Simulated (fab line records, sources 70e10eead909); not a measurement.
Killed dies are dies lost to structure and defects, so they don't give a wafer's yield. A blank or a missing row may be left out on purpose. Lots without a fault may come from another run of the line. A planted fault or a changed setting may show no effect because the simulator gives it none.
Which tool did it? | flow nand_harc | 24 lots, 72 wafers sampled, at 6 steps of a route of 1159

WHAT THE GAUGES READ, wafer by wafer
The record holds no reading of a measuring or inspecting step that can be judged against a usual standard deviation.

WHICH TOOL RAN EACH LOT (tool, then ch and the chambers of the sampled wafers, then the start)
lot  | NHARC_A_STAIRCASE_STRIP_205          | NHARC_A_STAIRCASE_ETCH_225                    | NHARC_A_STAIRCASE_ETCH_236                    | NHARC_A_STAIRCASE_DESCUM_252       | NHARC_A_STAIRCASE_ETCH_313         | NHARC_A_STAIRCASE_DEP_325
L075 | plasma_asher-01 ch 0,1, day 11 01:32 | rie_diel-08 ch 1,2,3, day 11 06:46 or earlier | rie_diel-08 ch 0,3, day 11 06:46 or earlier   | rie_diel-09 ch 1,2, day 11 06:46   | rie_diel-08 ch 1,3, day 11 17:07   | pecvd-03 ch 0,1,2, day 13 03:07
L074 | plasma_asher-02 ch 0,1, day 11 02:36 | rie_diel-01 ch 0,2, day 11 08:37 or earlier   | rie_diel-01 ch 0,1,2, day 11 08:37 or earlier | rie_diel-01 ch 0,2, day 11 08:37   | rie_diel-08 ch 0,1,2, day 11 17:58 | pecvd-01 ch 0,2, day 13 03:18
L077 | plasma_asher-02 ch 0,1, day 11 16:01 | rie_diel-01 ch 1,2,3, day 11 22:50 or earlier | rie_diel-01 ch 0,1,3, day 11 22:50 or earlier | rie_diel-08 ch 0,1,2, day 11 22:50 | rie_diel-08 ch 1,2,3, day 12 08:18 | pecvd-01 ch 0,1,2, day 13 14:44
L076 | plasma_asher-02 ch 0,1, day 11 16:24 | rie_diel-01 ch 0,1, day 11 23:10 or earlier   | rie_diel-08 ch 2,3, day 11 23:10 or earlier   | rie_diel-01 ch 1,2, day 11 23:10   | rie_diel-09 ch 0,3, day 12 09:22   | pecvd-04 ch 0,1,2, day 13 14:50
L078 | plasma_asher-01 ch 0,1, day 12 09:35 | rie_diel-09 ch 0,1,2, day 12 14:53 or earlier | rie_diel-09 ch 0,2,3, day 12 14:53 or earlier | rie_diel-09 ch 0,1,3, day 12 14:53 | rie_diel-09 ch 1,2, day 13 02:37   | pecvd-04 ch 0,1,2, day 14 12:22
L079 | plasma_asher-01 ch 0,1, day 12 10:20 | rie_diel-08 ch 0,1, day 12 15:45 or earlier   | rie_diel-01 ch 1,2,3, day 12 15:45 or earlier | rie_diel-09 ch 0,3, day 12 15:45   | rie_diel-08 ch 0,3, day 13 03:53   | pecvd-03 ch 1,2, day 14 12:16
L080 | plasma_asher-02 ch 0,1, day 12 15:30 | rie_diel-01 ch 0,1,3, day 12 21:26 or earlier | rie_diel-01 ch 0,1,3, day 12 21:26 or earlier | rie_diel-09 ch 0,1,3, day 12 21:26 | rie_diel-08 ch 0,3, day 13 12:09   | pecvd-04 ch 0,1, day 15 05:04
L081 | plasma_asher-01 ch 0,1, day 13 03:23 | rie_diel-09 ch 1,2,3, day 13 09:27 or earlier | rie_diel-01 ch 0,3, day 13 09:27 or earlier   | rie_diel-01 ch 0,1,2, day 13 09:27 | rie_diel-09 ch 1,2,3, day 13 21:44 | pecvd-01 ch 0,1,2, day 15 05:12
L082 | plasma_asher-02 ch 1, day 13 05:11   | rie_diel-01 ch 0,1,2, day 13 11:48 or earlier | rie_diel-01 ch 0,2, day 13 11:48 or earlier   | rie_diel-08 ch 1,3, day 13 11:48   | rie_diel-08 ch 2,3, day 13 23:43   | pecvd-03 ch 0,1,2, day 15 05:10
L084 | plasma_asher-01 ch 0,1, day 13 11:18 | rie_diel-09 ch 0,3, day 13 18:20 or earlier   | rie_diel-09 ch 0,1,3, day 13 18:20 or earlier | rie_diel-09 ch 0,2,3, day 13 18:20 | rie_diel-09 ch 1,2,3, day 14 05:46 | pecvd-01 ch 0,1, day 15 18:15
L083 | plasma_asher-01 ch 0,1, day 13 11:58 | rie_diel-09 ch 0,1, day 13 18:46 or earlier   | rie_diel-09 ch 0,2,3, day 13 18:46 or earlier | rie_diel-09 ch 0,2,3, day 13 18:46 | rie_diel-08 ch 1,3, day 14 05:55   | pecvd-04 ch 0,1, day 15 18:08
L087 | plasma_asher-01 ch 0,1, day 14 12:12 | rie_diel-09 ch 0,1,2, day 14 17:28 or earlier | rie_diel-09 ch 1,2,3, day 14 17:28 or earlier | rie_diel-01 ch 0,2,3, day 14 17:28 | rie_diel-08 ch 0,1,2, day 15 02:42 | pecvd-03 ch 0,2, day 16 10:36
L085 | plasma_asher-02 ch 0,1, day 14 12:19 | rie_diel-08 ch 1,2,3, day 14 17:47 or earlier | rie_diel-08 ch 1,2, day 14 17:47 or earlier   | rie_diel-01 ch 0,1, day 14 17:47   | rie_diel-08 ch 0,1,2, day 15 03:34 | pecvd-01 ch 0,1, day 16 10:36
L086 | plasma_asher-01 ch 0,1, day 14 13:05 | rie_diel-01 ch 0,1, day 14 18:20 or earlier   | rie_diel-08 ch 0,1,2, day 14 18:20 or earlier | rie_diel-01 ch 0,1,3, day 14 18:20 | rie_diel-08 ch 1,2, day 15 05:22   | pecvd-04 ch 0,1,2, day 16 10:51
L088 | plasma_asher-02 ch 0,1, day 14 18:03 | rie_diel-08 ch 0,1,2, day 15 02:07 or earlier | rie_diel-08 ch 0,1,2, day 15 02:07 or earlier | rie_diel-08 ch 0,1,3, day 15 02:07 | rie_diel-08 ch 0,1,3, day 15 11:48 | pecvd-01 ch 0,1,2, day 16 20:28
L089 | plasma_asher-02 ch 1, day 14 18:26   | rie_diel-01 ch 0,1,2, day 15 01:13 or earlier | rie_diel-08 ch 0,1,3, day 15 01:13 or earlier | rie_diel-08 ch 0,1,3, day 15 01:13 | rie_diel-09 ch 0,2, day 15 11:05   | pecvd-03 ch 1,2, day 16 20:35
L091 | plasma_asher-01 ch 0,1, day 15 05:40 | rie_diel-09 ch 0,3, day 15 10:42 or earlier   | rie_diel-09 ch 0,2,3, day 15 10:42 or earlier | rie_diel-09 ch 0,2,3, day 15 10:42 | rie_diel-08 ch 0,1, day 15 20:38   | pecvd-03 ch 0,1,2, day 17 06:36
L090 | plasma_asher-02 ch 0,1, day 15 05:47 | rie_diel-01 ch 0,1, day 15 11:42 or earlier   | rie_diel-01 ch 0,1,2, day 15 11:42 or earlier | rie_diel-01 ch 0,1,2, day 15 11:42 | rie_diel-08 ch 0,1,2, day 15 23:25 | pecvd-04 ch 1,2, day 17 06:38
L092 | plasma_asher-02 ch 0,1, day 15 18:15 | rie_diel-08 ch 0,1,2, day 15 23:35 or earlier | rie_diel-09 ch 0,2,3, day 15 23:35 or earlier | rie_diel-01 ch 0,2,3, day 15 23:35 | rie_diel-08 ch 0,3, day 16 13:36   | pecvd-01 ch 0,1, day 17 20:22
L093 | plasma_asher-01 ch 0,1, day 15 22:17 | rie_diel-09 ch 0,1,2, day 16 05:42 or earlier | rie_diel-01 ch 0,1,2, day 16 05:42 or earlier | rie_diel-08 ch 0,1,3, day 16 05:42 | rie_diel-01 ch 0,1,3, day 16 20:19 | pecvd-04 ch 0,1, day 18 11:55
L096 | plasma_asher-01 ch 0, day 16 07:54   | rie_diel-09 ch 0,1,3, day 16 13:02 or earlier | rie_diel-01 ch 0,3, day 16 13:02 or earlier   | rie_diel-09 ch 0,3, day 16 13:02   | rie_diel-09 ch 0,2,3, day 16 23:55 | pecvd-04 ch 0,1, day 18 11:32
L094 | plasma_asher-01 ch 0,1, day 16 08:24 | rie_diel-09 ch 0,2, day 16 14:01 or earlier   | rie_diel-09 ch 0,1, day 16 14:01 or earlier   | rie_diel-01 ch 1,2, day 16 14:01   | rie_diel-09 ch 0,2, day 17 00:19   | pecvd-03 ch 0,1,2, day 18 11:20
L095 | plasma_asher-01 ch 0,1, day 16 11:28 | rie_diel-08 ch 0,1, day 16 17:17 or earlier   | rie_diel-08 ch 0,1, day 16 17:17 or earlier   | rie_diel-01 ch 0,1, day 16 17:17   | rie_diel-01 ch 0,3, day 17 03:35   | pecvd-04 ch 0,1,2, day 18 18:53
L097 | plasma_asher-02 ch 0,1, day 17 07:44 | rie_diel-08 ch 0,1,2, day 17 13:10 or earlier | rie_diel-09 ch 0,2,3, day 17 13:10 or earlier | rie_diel-09 ch 1,2, day 17 13:10   | rie_diel-08 ch 0,2, day 18 00:00   | pecvd-01 ch 0,1,2, day 19 08:48
- NHARC_A_STAIRCASE_STRIP_205: strips in O2.
- NHARC_A_STAIRCASE_ETCH_225: etches the open film in C4F8/O2, target depth 100 nm, time 40.5 s.
- NHARC_A_STAIRCASE_ETCH_236: etches the open film in C4F8/O2, target depth 100 nm, time 40.5 s.
- NHARC_A_STAIRCASE_DESCUM_252: chemistry O2, time 3 s.
- NHARC_A_STAIRCASE_ETCH_313: etches the open film in CF4/CHF3.
- NHARC_A_STAIRCASE_DEP_325: deposits SiO2, target thk 3800 nm.

WHAT THE TOOLS THEMSELVES READ (means of the sampled wafers that have a number; where no wafer has one, the mark that the record gives instead)
NHARC_A_STAIRCASE_STRIP_205. Usual: drypump_motor_current_A 5.58 A, standard deviation 0.16; heater_power_w 326 W, standard deviation 30.
lot  | tool            | drypump_motor_current_A (A) | heater_power_w (W) | flag
L075 | plasma_asher-01 | 5.64                        | 332                |
L074 | plasma_asher-02 | 5.60                        | 343                |
L077 | plasma_asher-02 | 5.45                        | 336                |
L076 | plasma_asher-02 | 5.44                        | 339                |
L078 | plasma_asher-01 | 5.64                        | 334                |
L079 | plasma_asher-01 | 5.63                        | 333                |
L080 | plasma_asher-02 | 5.60                        | 341                |
L081 | plasma_asher-01 | 5.62                        | 303                |
L082 | plasma_asher-02 | 5.75                        | 346                |
L084 | plasma_asher-01 | 5.66                        | 299                |
L083 | plasma_asher-01 | 5.64                        | 326                |
L087 | plasma_asher-01 | 5.62                        | 324                |
L085 | plasma_asher-02 | 5.59                        | 336                |
L086 | plasma_asher-01 | 5.64                        | 301                |
L088 | plasma_asher-02 | 5.45                        | 339                |
L089 | plasma_asher-02 | 5.75                        | 345                |
L091 | plasma_asher-01 | 5.64                        | 302                |
L090 | plasma_asher-02 | 5.59                        | 337                |
L092 | plasma_asher-02 | 5.61                        | 336                |
L093 | plasma_asher-01 | 5.64                        | 301                |
L096 | plasma_asher-01 | 5.62                        | 343                |
L094 | plasma_asher-01 | 5.63                        | 323                |
L095 | plasma_asher-01 | 5.63                        | 324                |
L097 | plasma_asher-02 | 5.60                        | 350                |

NHARC_A_STAIRCASE_ETCH_225. Usual: oes_product_au 0.938 a.u., standard deviation 0.011; rf_vpp_V 896 V, standard deviation 5.
lot  | tool        | oes_product_au (a.u.) | rf_vpp_V (V) | flag
L075 | rie_diel-08 | 0.940                 | 895          |
L074 | rie_diel-01 | 0.937                 | 897          |
L077 | rie_diel-01 | 0.942                 | 902          |
L076 | rie_diel-01 | 0.936                 | 899          |
L078 | rie_diel-09 | 0.946                 | 893          |
L079 | rie_diel-08 | 0.947                 | 892          |
L080 | rie_diel-01 | 0.948                 | 900          |
L081 | rie_diel-09 | 0.939                 | 895          |
L082 | rie_diel-01 | 0.943                 | 900          |
L084 | rie_diel-09 | 0.936                 | 895          |
L083 | rie_diel-09 | 0.937                 | 894          |
L087 | rie_diel-09 | 0.942                 | 894          |
L085 | rie_diel-08 | 0.940                 | 895          |
L086 | rie_diel-01 | 0.956                 | 902          |
L088 | rie_diel-08 | 0.934                 | 894          |
L089 | rie_diel-01 | 0.935                 | 899          |
L091 | rie_diel-09 | 0.943                 | 895          |
L090 | rie_diel-01 | 0.932                 | 898          |
L092 | rie_diel-08 | 0.953                 | 894          |
L093 | rie_diel-09 | 0.939                 | 893          |
L096 | rie_diel-09 | 0.935                 | 896          |
L094 | rie_diel-09 | 0.961                 | 892          |
L095 | rie_diel-08 | 0.932                 | 892          |
L097 | rie_diel-08 | 0.938                 | 894          |

NHARC_A_STAIRCASE_ETCH_236. Usual: oes_product_au 0.941 a.u., standard deviation 0.011; rf_vpp_V 896 V, standard deviation 5.
lot  | tool        | oes_product_au (a.u.) | rf_vpp_V (V) | flag
L075 | rie_diel-08 | 0.922                 | 890          |
L074 | rie_diel-01 | 0.946                 | 901          |
L077 | rie_diel-01 | 0.945                 | 900          |
L076 | rie_diel-08 | 0.943                 | 892          |
L078 | rie_diel-09 | 0.942                 | 895          |
L079 | rie_diel-01 | 0.943                 | 902          |
L080 | rie_diel-01 | 0.956                 | 900          |
L081 | rie_diel-01 | 0.936                 | 899          |
L082 | rie_diel-01 | 0.943                 | 898          |
L084 | rie_diel-09 | 0.945                 | 896          |
L083 | rie_diel-09 | 0.934                 | 895          |
L087 | rie_diel-09 | 0.938                 | 896          |
L085 | rie_diel-08 | 0.944                 | 896          |
L086 | rie_diel-08 | 0.948                 | 894          |
L088 | rie_diel-08 | 0.954                 | 894          |
L089 | rie_diel-08 | 0.917                 | 891          |
L091 | rie_diel-09 | 0.953                 | 894          |
L090 | rie_diel-01 | 0.944                 | 900          |
L092 | rie_diel-09 | 0.945                 | 894          |
L093 | rie_diel-01 | 0.936                 | 900          |
L096 | rie_diel-01 | 0.935                 | 897          |
L094 | rie_diel-09 | 0.947                 | 894          |
L095 | rie_diel-08 | 0.934                 | 891          |
L097 | rie_diel-09 | 0.934                 | 893          |

NHARC_A_STAIRCASE_DESCUM_252. Usual: drypump_motor_current_A 5.5 A, standard deviation 0.32; oes_product_au 0.996 a.u., standard deviation 0.0087; rf_vpp_V 57.9 V, standard deviation 0.88; showerhead_plenum_p_Torr 1.92 Torr, standard deviation 0.075; throttle_valve_pct 11.312 %, standard deviation 0.0091.
lot  | tool        | drypump_motor_current_A (A) | oes_product_au (a.u.) | rf_vpp_V (V) | showerhead_plenum_p_Torr (Torr) | throttle_valve_pct (%) | flag
L075 | rie_diel-09 | 5.6                         | 0.999                 | 57.8         | 1.86                            | 11.313                 |
L074 | rie_diel-01 | 5.6                         | 1.003                 | 57.4         | 1.94                            | 11.317                 |
L077 | rie_diel-08 | 5.6                         | 0.998                 | 58.1         | 1.89                            | 11.316                 |
L076 | rie_diel-01 | 5.7                         | 0.990                 | 58.5         | 1.99                            | 11.313                 |
L078 | rie_diel-09 | 5.5                         | 0.995                 | 57.7         | 1.92                            | 11.306                 |
L079 | rie_diel-09 | 5.6                         | 0.997                 | 57.6         | 1.94                            | 11.317                 |
L080 | rie_diel-09 | 5.5                         | 0.993                 | 57.7         | 1.92                            | 11.312                 |
L081 | rie_diel-01 | 5.6                         | 1.009                 | 57.2         | 1.98                            | 11.308                 |
L082 | rie_diel-08 | 5.7                         | 0.991                 | 58.4         | 1.82                            | 11.314                 |
L084 | rie_diel-09 | 5.5                         | 1.001                 | 57.5         | 1.89                            | 11.322                 |
L083 | rie_diel-09 | 5.5                         | 0.995                 | 57.4         | 1.89                            | 11.319                 |
L087 | rie_diel-01 | 5.4                         | 0.996                 | 58.2         | 1.95                            | 11.313                 |
L085 | rie_diel-01 | 5.5                         | 1.004                 | 58.4         | 1.96                            | 11.308                 |
L086 | rie_diel-01 | 5.4                         | 0.999                 | 58.1         | 1.98                            | 11.313                 |
L088 | rie_diel-08 | 5.7                         | 1.001                 | 57.4         | 1.82                            | 11.324                 |
L089 | rie_diel-08 | 5.7                         | 0.997                 | 58.0         | 1.82                            | 11.309                 |
L091 | rie_diel-09 | 5.5                         | 0.998                 | 57.6         | 1.88                            | 11.311                 |
L090 | rie_diel-01 | 5.6                         | 0.996                 | 58.5         | 1.97                            | 11.309                 |
L092 | rie_diel-01 | 5.4                         | 0.988                 | 58.7         | 1.95                            | 11.306                 |
L093 | rie_diel-08 | 5.7                         | 0.982                 | 57.3         | 1.82                            | 11.305                 |
L096 | rie_diel-09 | 5.6                         | 0.999                 | 58.1         | 1.93                            | 11.322                 |
L094 | rie_diel-01 | 5.7                         | 0.997                 | 57.5         | 1.98                            | 11.314                 |
L095 | rie_diel-01 | 5.5                         | 0.998                 | 57.8         | 1.95                            | 11.313                 |
L097 | rie_diel-09 | 5.6                         | 0.988                 | 57.6         | 1.87                            | 11.310                 |

NHARC_A_STAIRCASE_ETCH_313. Usual: drypump_motor_current_A 5.58 A, standard deviation 0.26; oes_product_au 0.934 a.u., standard deviation 0.021; rf_vpp_V 369.7 V, standard deviation 2.1; showerhead_plenum_p_Torr 1.55 Torr, standard deviation 0.054; throttle_valve_pct 16.802 %, standard deviation 0.0099.
lot  | tool        | drypump_motor_current_A (A) | oes_product_au (a.u.) | rf_vpp_V (V) | showerhead_plenum_p_Torr (Torr) | throttle_valve_pct (%) | flag
L075 | rie_diel-08 | 5.64                        | 0.917                 | 368.0        | 1.51                            | 16.800                 |
L074 | rie_diel-08 | 5.58                        | 0.927                 | 369.5        | 1.56                            | 16.803                 |
L077 | rie_diel-08 | 5.57                        | 0.955                 | 370.3        | 1.55                            | 16.811                 |
L076 | rie_diel-09 | 5.66                        | 0.945                 | 371.4        | 1.59                            | 16.796                 |
L078 | rie_diel-09 | 5.60                        | 0.925                 | 369.2        | 1.56                            | 16.805                 |
L079 | rie_diel-08 | 5.77                        | 0.903                 | 368.1        | 1.49                            | 16.804                 |
L080 | rie_diel-08 | 5.77                        | 0.908                 | 367.9        | 1.49                            | 16.794                 |
L081 | rie_diel-09 | 5.74                        | 0.918                 | 370.9        | 1.57                            | 16.808                 |
L082 | rie_diel-08 | 5.69                        | 0.949                 | 369.2        | 1.53                            | 16.805                 |
L084 | rie_diel-09 | 5.74                        | 0.916                 | 370.5        | 1.56                            | 16.806                 |
L083 | rie_diel-08 | 5.54                        | 0.919                 | 369.0        | 1.53                            | 16.804                 |
L087 | rie_diel-08 | 5.59                        | 0.928                 | 370.1        | 1.55                            | 16.808                 |
L085 | rie_diel-08 | 5.59                        | 0.927                 | 370.7        | 1.55                            | 16.801                 |
L086 | rie_diel-08 | 5.47                        | 0.924                 | 371.3        | 1.57                            | 16.809                 |
L088 | rie_diel-08 | 5.67                        | 0.920                 | 368.2        | 1.50                            | 16.799                 |
L089 | rie_diel-09 | 5.39                        | 0.925                 | 368.5        | 1.51                            | 16.804                 |
L091 | rie_diel-08 | 5.70                        | 0.922                 | 368.6        | 1.51                            | 16.795                 |
L090 | rie_diel-08 | 5.59                        | 0.958                 | 369.6        | 1.55                            | 16.805                 |
L092 | rie_diel-08 | 5.81                        | 0.913                 | 366.9        | 1.48                            | 16.799                 |
L093 | rie_diel-01 | 5.37                        | 0.927                 | 371.8        | 1.62                            | 16.803                 |
L096 | rie_diel-09 | 5.52                        | 0.963                 | 369.5        | 1.55                            | 16.799                 |
L094 | rie_diel-09 | 5.37                        | 0.968                 | 369.1        | 1.51                            | 16.805                 |
L095 | rie_diel-01 | 5.18                        | 0.975                 | 371.6        | 1.60                            | 16.803                 |
L097 | rie_diel-08 | 5.72                        | 0.959                 | 368.9        | 1.52                            | 16.805                 |

NHARC_A_STAIRCASE_DEP_325. Usual: heater_power_outer_w 373 W, standard deviation 53; heater_power_w 644 W, standard deviation 73.
lot  | tool     | heater_power_outer_w (W) | heater_power_w (W) | flag
L075 | pecvd-03 | 336                      | 634                |
L074 | pecvd-01 | 391                      | 593                |
L077 | pecvd-01 | 377                      | 631                |
L076 | pecvd-04 | 380                      | 640                |
L078 | pecvd-04 | 366                      | 632                |
L079 | pecvd-03 | 337                      | 652                |
L080 | pecvd-04 | 413                      | 703                |
L081 | pecvd-01 | 371                      | 626                |
L082 | pecvd-03 | 331                      | 612                |
L084 | pecvd-01 | 371                      | 603                |
L083 | pecvd-04 | 417                      | 689                |
L087 | pecvd-03 | 336                      | 603                |
L085 | pecvd-01 | 361                      | 628                |
L086 | pecvd-04 | 388                      | 668                |
L088 | pecvd-01 | 397                      | 654                |
L089 | pecvd-03 | 340                      | 630                |
L091 | pecvd-03 | 312                      | 598                |
L090 | pecvd-04 | 425                      | 693                |
L092 | pecvd-01 | 348                      | 621                |
L093 | pecvd-04 | 417                      | 693                |
L096 | pecvd-04 | 429                      | 709                |
L094 | pecvd-03 | 333                      | 619                |
L095 | pecvd-04 | 413                      | 690                |
L097 | pecvd-01 | 334                      | 556                |

THE ANSWER, worked out from the rows above alone
Rule: a lot is off if the mean of its wafers that have a number lies more than 3 standard deviations from the usual mean. A lot without any number at a reading at which 4 lots or more have one is off too. The other lots that the step has rows for count as sound. The gauges are gone through in route order, then the tools' own readings, and for those a lot's mean is taken as printed above. The first step at which some lot is off is used, and at that step the reading that is off furthest; a lot without a number counts as furthest.
No lot is off at any reading shown: from this, nothing can be told.

WHAT THE SIMULATOR HAD PUT IN
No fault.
